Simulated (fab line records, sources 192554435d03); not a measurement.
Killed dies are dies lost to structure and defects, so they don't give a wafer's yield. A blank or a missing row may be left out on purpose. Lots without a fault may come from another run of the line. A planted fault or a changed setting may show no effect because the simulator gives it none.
fab line records | flow n5_finfet
record lots=6 wafers=17 last_day=17
route steps=1938 shown STI_FIN_REVEAL@186 BEOL_M4@1111 PASSIVATION@1936
lots that met no fault: from a run of the same line without faults
start_h: hours from the record's first day to the start of the lot's first wafer shown | wait_h: hours since the lot's step before | " the same as in the row above | L1.1+2: a row that stands for several wafers | - no value, or no start given | * or withheld: withheld | < > ~ a bound
route shown NAME@n: a module of which the file shows steps, and the number in the route of the first | usual: mean/standard deviation of fault-free wafers | same: alike in all rows | chamber/n: place in a boat | sites: the reading at each site | _std_site: their standard deviation | _edge_site: outer sites' mean less inner sites' | radius_mm: how far each site lies from the wafer's centre | mask NAME#n: copy n | behind: the tool/chamber that last shaped the wafer | hold: why the lot was held/for how many hours/how that ended | device: the transistor (n, p or np) that didn't switch | end of line: the same wafers' tests at the end of the route | a step without rows: its recipe alone | killed: dies lost to structure and defects at the first sort, not the wafer's yield | map: a wafer's dies, x killed, . not, _ none there
set.NAME: the setting as run; set.NAME@STEP: as run at that earlier step | model.NAME: the simulator's own value behind a step, which no gauge read
lots at some steps of the route; a table a step, a row a wafer
services: from which hour (start_h, from the record's first day; less than 0 if before it) a tool's chamber was out of use, for how many hours, and why
## steps
# step N5_STI_FIN_REVEAL_DENSIFY_02
# recipe temp_c=650 ambient=steam time_s=1800 idle_temp_c=400 densification_p_h2o_torr=640
# step N5_STI_FIN_REVEAL_CMP_04
# recipe stop_on=Si3N4 t_overpolish_s=4 down_force_psi=2 platen_rpm=54.18 post_cmp_clean=alkaline_brush pad_velocity_m_s=1.078 target_thk_nm=131.83
# step N5_STI_FIN_REVEAL_THK_MEAS_05
# usual thk_nm=132.2/1.1
# columns lot.wafer tool chamber start_h wait_h thk_nm
L453.2 film_metro-01 - 33.69 - 132.7
L453.4 " - " " 132.7
L453.5 " - " " 134.6
L456.3 film_metro-02 - 60.34 - 130.6
L456.5 " - " " 129.9
L456.6 " - " " 132.4
L459.1 film_metro-02 - 72.03 - 129.9
L459.5 " - " " 131.9
L459.6 " - " " 130.6
L460.2 film_metro-01 - 77.09 - 131.2
L460.4 " - " " 131.3
L460.5 " - " " 131.6
L462.2 film_metro-02 - 88.72 - 132.1
L462.6 " - " " 132.4
L475.2 film_metro-02 - 166.26 - 133.1
L475.3 " - " " 132.6
L475.6 " - " " 132.7
# step N5_STI_FIN_REVEAL_DENSIFY_30
# recipe temp_c=* time_s=* ambient=N2 idle_temp_c=600 ramp_up_c_per_s=150 ramp_down_c_per_s=60 cool_to_c=600
# usual lamp_power_pct=11.53/0.048 lamp_zone_5_pct=11.531/0.021 lamp_zone_7_pct=11.966/0.022 wafer_temp_C_max=*
# columns lot.wafer tool chamber start_h wait_h lamp_power_pct lamp_zone_5_pct lamp_zone_7_pct wafer_temp_C_max
L453.2 rtp_anneal-02 0 33.75 0.1 11.51 11.575 12.010 *
L453.4 " 0 " " 11.54 11.541 11.993 *
L453.5 " 0 " " 11.57 11.526 11.983 *
L456.3 rtp_anneal-02 0 60.42 0.1 11.53 11.524 11.962 *
L456.5 " 0 " " 11.47 11.537 11.943 *
L456.6 " 0 " " 11.44 11.506 11.940 *
L459.1 rtp_anneal-02 0 72.06 0.0 11.59 11.517 11.956 *
L459.5 " 0 " " 11.57 11.524 11.970 *
L459.6 " 0 " " 11.50 11.554 11.951 *
L460.2 rtp_anneal-02 0 77.20 0.1 11.55 11.549 11.919 *
L460.4 " 0 " " 11.48 11.572 11.981 *
L460.5 " 0 " " 11.53 11.509 11.983 *
L462.2 rtp_anneal-02 0 88.89 0.2 11.46 11.559 11.962 *
L462.6 " 0 " " 11.48 11.554 11.946 *
L475.2 rtp_anneal-02 0 166.32 0.1 11.58 11.554 11.989 *
L475.3 " 0 " " 11.55 11.493 11.938 *
L475.6 " 0 " " 11.52 11.537 11.978 *
# step N5_STI_FIN_REVEAL_ETCHBACK_08
# recipe chemistry=C4F6/O2 target=SiO2 target_depth_a=305 time_s=10.167 ion_energy_ev=250 pressure_mtorr=30 source_w=345 bias_w=185 Ar_flow_sccm=300 C4F6_flow_sccm=10 O2_flow_sccm=10
# usual drypump_motor_current_A=5.8/0.41 oes_product_au=0.75/0.057 rf_vpp_V=664/9 showerhead_plenum_p_Torr=2.85/0.096 throttle_valve_pct=21.18/0.18
# columns lot.wafer tool chamber start_h wait_h drypump_motor_current_A oes_product_au rf_hours_counter_h rf_vpp_V showerhead_plenum_p_Torr throttle_valve_pct
L453.2 rie_diel-06 0 34.15 0.4 6.0 0.82 93 662 2.98 21.07
L453.4 " 3 " " 5.7 0.85 83 681 2.99 21.18
L453.5 " 1 " " 5.7 0.75 - 668 2.85 21.51
L456.3 rie_diel-05 3 60.58 0.1 5.1 0.75 159 650 2.86 21.21
L456.5 " 1 " " 6.6 0.69 - 650 2.72 21.62
L456.6 " 2 " " 5.4 0.71 - 678 2.73 21.20
L459.1 rie_diel-01 0 72.40 0.3 5.5 0.84 41 661 2.89 20.89
L459.5 " 2 " " 6.4 0.71 - 668 2.93 21.06
L459.6 " 3 " " 5.3 0.74 - 670 2.84 21.12
L460.2 rie_diel-06 0 77.39 0.2 6.0 0.80 108 659 2.97 21.09
L460.4 " 3 " " 5.8 0.82 98 681 2.99 21.19
L460.5 " 1 " " 5.7 0.74 - 666 2.84 21.52
L462.2 rie_diel-01 2 89.07 0.2 6.4 0.70 199 667 2.93 21.06
L462.6 " 3 " " 5.3 0.74 - 670 2.84 21.12
L475.2 rie_diel-06 2 166.58 0.2 5.6 0.71 207 666 2.69 21.12
L475.3 " 1 " " 5.7 0.73 235 665 2.83 21.57
L475.6 " 1 " " 5.7 0.72 - 666 2.83 21.57
# step N5_STI_FIN_REVEAL_STRIP_24
# recipe chemistry=N2/H2 time_s=90 power_w=100 temp_c=40 pressure_mtorr=100 rf_frequency_hz=6e+07 bias_power_w=3 n2_flow_sccm=300 h2_flow_sccm=300
# usual drypump_motor_current_A=5.8/0.41 n2_flow_sccm=300.0/0.89 oes_product_au=0.75/0.063 rf_vpp_V=45.2/0.82 showerhead_plenum_p_Torr=3.39/0.11 throttle_valve_pct=12.26/0.22
# columns lot.wafer tool chamber start_h wait_h drypump_motor_current_A n2_flow_sccm oes_product_au rf_hours_counter_h rf_vpp_V showerhead_plenum_p_Torr throttle_valve_pct
L453.2 rie_diel-06 0 34.19 0.0 6.0 300.8 0.82 93 44.5 3.54 12.12
L453.4 " 3 " " 5.7 299.4 0.83 83 45.0 3.52 11.97
L453.5 " 1 " " 5.8 300.9 0.74 - 44.7 3.37 12.58
L456.3 rie_diel-05 3 60.61 0.0 5.1 298.4 0.76 159 44.8 3.34 12.13
L456.5 " 1 " " 6.6 300.7 0.70 - 45.9 3.23 12.70
L456.6 " 2 " " 5.5 300.1 0.71 - 45.0 3.22 12.25
L459.1 rie_diel-01 0 72.43 0.0 5.4 299.5 0.84 41 46.2 3.43 11.86
L459.5 " 2 " " 6.4 300.7 0.70 - 44.9 3.48 12.15
L459.6 " 3 " " 5.3 299.3 0.73 - 46.2 3.38 12.22
L460.2 rie_diel-06 0 77.43 0.0 6.0 300.8 0.79 108 45.7 3.53 12.13
L460.4 " 3 " " 5.8 301.7 0.82 98 44.6 3.52 12.02
L460.5 " 1 " " 5.7 298.2 0.74 - 45.7 3.37 12.60
L462.2 rie_diel-01 2 89.10 0.0 6.4 300.0 0.70 199 44.8 3.48 12.17
L462.6 " 3 " " 5.3 300.4 0.73 - 46.0 3.38 12.23
L475.2 rie_diel-06 2 166.62 0.0 5.6 301.6 0.70 207 45.9 3.21 12.34
L475.3 " 1 " " 5.8 300.6 0.71 235 47.0 3.35 12.68
L475.6 " 1 " " 5.8 301.0 0.71 - 45.5 3.35 12.70
# step N5_STI_FIN_REVEAL_PRECLEAN_25
# recipe chemistry=SPM time_s=90 temp_c=120 mix=4:1
# step N5_STI_FIN_REVEAL_PRECLEAN_26
# recipe chemistry=SC1 time_s=45 temp_c=46 mix=1:2:100
# step N5_STI_FIN_REVEAL_PRECLEAN_29
# recipe chemistry=DHF time_s=30 temp_c=25 dilution=300:1
# step N5_STI_FIN_REVEAL_SRD_12
# recipe time_s=30 temp_c=23 rinse_liquid=diw dry=ipa_marangoni
# step N5_STI_FIN_REVEAL_RECESS_09
# recipe chemistry=HF/NH3 target=SiO2 afs_cycles=11 target_depth_a=425 temp_c=30 sublimation_temp_c=180 sublimation_time_s=60
# usual drypump_motor_current_A=5.9/0.35
# same sublimation_time_s=60
# columns lot.wafer tool chamber start_h wait_h drypump_motor_current_A
L453.2 vapor_etch-01 1 34.40 0.0 5.6
L453.4 " 1 " " 5.6
L453.5 " 0 " " 5.4
L456.3 vapor_etch-02 1 61.36 0.6 6.0
L456.5 " 0 " " 6.4
L456.6 " 1 " " 6.0
L459.1 vapor_etch-01 0 72.65 0.0 5.4
L459.5 " 1 73.71 1.1 5.6
L459.6 " 0 " " 5.4
L460.2 vapor_etch-01 1 77.64 0.0 5.6
L460.4 " 1 " " 5.6
L460.5 " 0 " " 5.4
L462.2 vapor_etch-02 0 89.32 0.0 6.3
L462.6 " 0 90.38 1.1 6.3
L475.2 vapor_etch-01 0 166.83 0.0 5.4
L475.3 " 0 " " 5.4
L475.6 " 0 " " 5.4
# step N5_STI_FIN_REVEAL_STRIP_16
# recipe chemistry=H3PO4 material=SiNx temp_c=165 target_depth_a=238 overetch_fraction=0.4964 dry=ipa_marangoni
# step N5_STI_FIN_REVEAL_PRECLEAN_17
# recipe chemistry=NF3:NH3 afs_cycles=1 temp_c=30 time_s=20 sublimation_temp_c=180 sublimation_time_s=60 pressure_torr=3 rf_power_w=30
# usual rf_power_w=30.01/0.078 time_s=20/0
# same sublimation_time_s=60
# columns lot.wafer tool chamber start_h wait_h rf_power_w time_s
L453.2 remote_plasma-01 1 36.32 0.1 29.96 20
L453.4 " 1 " " 29.97 20
L453.5 " 1 " " 30.00 20
L456.3 remote_plasma-01 0 62.77 0.1 29.93 20
L456.5 " 0 " " 29.90 20
L456.6 " 0 " " 30.03 20
L459.1 remote_plasma-02 0 74.54 0.0 29.92 20
L459.5 " 0 " " 29.95 20
L459.6 " 0 " " 29.93 20
L460.2 remote_plasma-01 0 79.56 0.1 30.07 14.297
L460.4 " 0 " " 29.98 20
L460.5 " 0 " " 29.98 20
L462.2 remote_plasma-01 1 91.24 0.1 29.96 14.297
L462.6 " 1 " " 29.79 20
L475.2 remote_plasma-02 0 168.75 0.1 30.06 20
L475.3 " 0 " " 29.91 20
L475.6 " 0 " " 30.02 20
# step N5_STI_FIN_REVEAL_ETCH_34
# recipe chemistry=H2 mode=isotropic material=Si target=Si target_depth_a=9.7 temp_c=20 pressure_mtorr=4.5 icp_w=300 bias_w=0 h2_flow_sccm=7.5 he_flow_sccm=142.5
# usual drypump_motor_current_A=5.6/0.35 he_backside_leak_sccm=2.73/0.27 oes_product_au=1.006/0.019 throttle_valve_pct=25.8/0.42
# columns lot.wafer tool chamber start_h wait_h drypump_motor_current_A he_backside_leak_sccm oes_product_au rf_hours_counter_h throttle_valve_pct
L453.2 rie_si-01 0 36.49 0.1 6.1 2.80 1.017 77 25.9
L453.4 " 1 " " 5.5 2.56 1.007 160 25.3
L453.5 " 0 " " 6.1 2.66 1.006 - 25.9
L456.3 rie_si-01 0 62.92 0.1 6.1 2.65 1.004 77 25.9
L456.5 " 3 " " 5.4 2.47 0.984 - 26.3
L456.6 " 0 " " 6.1 2.59 0.996 - 25.9
L459.1 rie_si-06 1 74.74 0.2 6.0 2.84 0.997 91 25.7
L459.5 " 3 " " 5.6 3.25 1.009 - 26.5
L459.6 " 0 " " 5.5 2.45 0.980 - 26.0
L460.2 rie_si-01 1 79.74 0.1 5.5 2.61 0.995 160 25.3
L460.4 " 0 " " 6.1 2.49 0.993 78 25.9
L460.5 " 1 " " 5.5 2.50 1.003 - 25.3
L462.2 rie_si-06 0 91.41 0.1 5.5 2.45 0.981 87 26.0
L462.6 " 0 " " 5.5 2.41 0.983 - 26.0
L475.2 rie_si-01 2 168.92 0.1 5.0 3.08 1.034 161 25.8
L475.3 " 1 " " 5.5 2.42 1.008 162 25.4
L475.6 " 1 " " 5.5 2.46 1.012 - 25.3
# step N5_BEOL_M4_RC_MEAS_101
# usual DIBL_N=35.9/1.4 DIBL_P=35.9/1.7 IOFF_N=0.160/0.026 IOFF_P=0.21/0.036 ION_N=672/11 ION_P=461/8.1 SS_N=71.4/0.54 SS_P=73.2/0.67 VT_N=249.3/2.7 VT_P=-250/3.9
# columns lot.wafer tool chamber start_h wait_h DIBL_N[mV/V] DIBL_P[mV/V] IOFF_N[nA/um] IOFF_P[nA/um] ION_N[uA/um] ION_P[uA/um] SS_N[mV/dec] SS_P[mV/dec] VT_N[mV] VT_P[mV]
L453.2 prober-01 0 161.78 0.2 36.8 37.7 0.200 0.31 685 476 72.0 74.3 247.4 -240
L453.4 " 0 " " 35.4 35.9 0.170 0.26 678 475 71.1 73.8 245.1 -245
L453.5 " 0 " " 36.1 36.6 0.182 0.28 680 474 71.8 73.4 247.2 -244
L456.3 prober-02 0 197.11 0.3 36.4 35.4 0.161 0.20 663 454 71.0 73.6 249.6 -252
L456.5 " 0 " " 35.9 35.5 0.162 0.21 674 462 71.0 72.9 250.4 -249
L456.6 " 0 " " 38.1 37.9 0.191 0.25 671 463 72.0 74.1 246.7 -246
L459.1 prober-01 0 197.43 0.0 35.6 36.0 0.145 0.20 664 454 71.7 72.9 250.9 -252
L459.5 " 0 " " 33.9 35.2 0.126 0.19 665 459 70.2 73.1 252.5 -250
L459.6 " 0 " " 35.0 35.5 0.149 0.19 662 459 71.4 72.1 251.5 -251
L460.2 prober-01 0 208.83 0.2 37.7 37.2 0.196 0.25 659 457 71.5 74.0 245.8 -246
L460.4 " 0 " " 35.4 33.7 0.149 0.19 678 465 71.2 72.4 249.2 -250
L460.5 " 0 " " 35.9 35.5 0.161 0.23 674 477 70.9 73.4 248.7 -245
L462.2 prober-02 0 221.17 0.2 35.0 33.9 0.131 0.18 658 452 70.7 72.8 253.0 -251
L462.6 " 0 " " 37.1 36.7 0.169 0.23 677 460 71.7 72.7 246.9 -247
L475.2 prober-01 0 309.85 0.2 34.5 35.1 0.159 0.19 681 463 71.0 73.0 249.1 -252
L475.3 " 0 " " 35.1 37.1 0.174 0.22 690 470 71.7 73.1 246.4 -252
L475.6 " 0 " " 34.4 35.6 0.158 0.20 682 466 71.4 72.7 248.8 -251
# step N5_PASSIVATION_PROBE_49
# usual defect_limited_yield=90.9/1.5 killed_at_M0_to_M3=35/10 killed_at_M4_up=14/5.2 killed_at_contacts=13/7.3 killed_at_front_end=42/12 killed_at_other=3.4/2.5 killed_dies=108/18 killed_open=70/13 killed_short=35/8 sort_bin_5_function=5.4/1 sort_bin_6_memory=3.4/0.71 sort_n_pass=1072/18 sort_yield_pct=90.9/1.5
# same gross_dies=1180 killed_at_back_side=0 sort_bin_4_leakage[%]=0 sort_bin_8_speed[%]=0
# columns lot.wafer tool chamber start_h wait_h defect_limited_yield[%] killed_at_M0_to_M3 killed_at_M4_up killed_at_contacts killed_at_front_end killed_at_other killed_dies killed_open killed_short sort_bin_5_function[%] sort_bin_6_memory[%] sort_n_pass sort_yield_pct[%]
L459.1 prober-01 - 299.88 0.0 90.4 46 24 6 32 5 113 73 38 5.8 3.5 1067 90.4
L459.5 prober-01 - 300.08 0.2 90.7 36 16 14 37 7 110 69 41 5.3 3.6 1070 90.7
L459.6 prober-01 - 300.13 0.3 91.7 47 10 8 33 0 98 65 30 5.2 2.8 1082 91.7
L460.2 prober-02 - 321.02 0.1 92.3 29 20 5 34 3 91 58 28 4.5 3.0 1089 92.3
L460.4 prober-02 - 321.12 0.2 90.3 46 13 18 37 0 114 75 35 5.7 3.5 1066 90.3
L460.5 prober-02 - 321.17 0.2 93.1 44 14 4 18 2 82 55 27 4.1 2.8 1098 93.1
# killed by level:class
L459.1 BEOL_M0_SAQP:geometric_particle:short=16 BEOL_M0_SAQP:geometric_particle:open=8 BEOL_M4:geometric_particle:open=7 DUMMY_GATE:geometric_particle:open=6 STI_FIN_REVEAL:geometric_particle:open=5 BEOL_M1:geometric_particle:open=5 BEOL_M2:geometric_particle:open=5 BEOL_M5:geometric_particle:open=5
L459.5 MOL_CONTACT_COAG:geometric_particle:open=12 BEOL_M2:geometric_particle:open=9 BEOL_M0_SAQP:geometric_particle:short=8 BEOL_M4:geometric_particle:open=8 FIN_SAQP:geometric_particle:open=7 FIN_SAQP:geometric_particle:short=7 BEOL_M1:geometric_particle:open=6 BEOL_M0_SAQP:geometric_particle:open=6
L459.6 BEOL_M0_SAQP:geometric_particle:open=10 FIN_SAQP:geometric_particle:short=9 BEOL_M0:geometric_particle:open=9 BEOL_M0_SAQP:geometric_particle:short=8 FIN_SAQP:geometric_particle:open=7 MOL_CONTACT_COAG:geometric_particle:open=6 BEOL_M2:geometric_particle:open=6 STI_FIN_REVEAL:geometric_particle:open=5
L460.2 BEOL_M0_SAQP:geometric_particle:open=12 BEOL_M4:geometric_particle:open=11 FIN_SAQP:geometric_particle:open=6 FIN_SAQP:geometric_particle:short=4 STI_FIN_REVEAL:geometric_particle:open=4 GATE_CUT:geometric_particle:open=4 GATE_CUT:geometric_particle:short=4 BEOL_M0_SAQP:geometric_particle:short=4
L460.4 BEOL_M0_SAQP:geometric_particle:short=15 MOL_CONTACT_COAG:geometric_particle:open=14 BEOL_M2:geometric_particle:open=9 BEOL_M0_SAQP:geometric_particle:open=8 DUMMY_GATE:geometric_particle:open=7 BEOL_M3:geometric_particle:open=6 BEOL_M4:geometric_particle:open=5 STARTING-WAFER:geometric_particle:short=5
L460.5 BEOL_M4:geometric_particle:open=9 BEOL_M0_SAQP:geometric_particle:short=8 BEOL_M0_SAQP:geometric_particle:open=8 BEOL_M0:geometric_particle:open=7 BEOL_M1:geometric_particle:open=6 BEOL_M3:geometric_particle:short=5 FIN_SAQP:geometric_particle:open=4 GATE_CUT:geometric_particle:short=4
## services
# columns tool chamber start_h hours kind
rie_diel-05 1 35.97 1.5 repair
rie_si-01 1 37.98 9.0 repair
rie_diel-01 - 38.30 0.8 repair
rie_diel-01 - 39.22 13.9 repair
rie_si-01 - 82.92 15.6 pm
rie_diel-06 2 130.51 8.3 repair
rie_diel-05 1 139.24 - clean
rie_diel-05 1 139.24 - consumable_replace:focus_ring
rie_diel-05 1 139.24 - consumable_replace:showerhead
rie_diel-05 1 139.24 12.1 scheduled_down
rie_diel-05 1 139.24 12.1 vent_cycle
rie_si-01 3 145.68 7.2 repair
rie_diel-06 3 159.99 6.8 repair
rie_si-01 2 162.76 3.4 repair
rie_si-01 3 167.42 20.4 repair
## key
first_sign step=N5_STI_FIN_REVEAL_PRECLEAN_17 reading=time_s direction=down sigmas=99+ usual=* struck=*
effect none on later readings
met_at N5_STI_FIN_REVEAL_PRECLEAN_17
struck_wafers L460.2,L462.2
onset_between 62.77 79.56
fault kind=process_parameter_drift tool=remote_plasma-01 chamber=- onset_h=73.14 steps=N5_STI_FIN_REVEAL_PRECLEAN_17 channel=time_s offset=* shape=step end_h=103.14 scope=struck_wafers_only acts_in=* stated=*
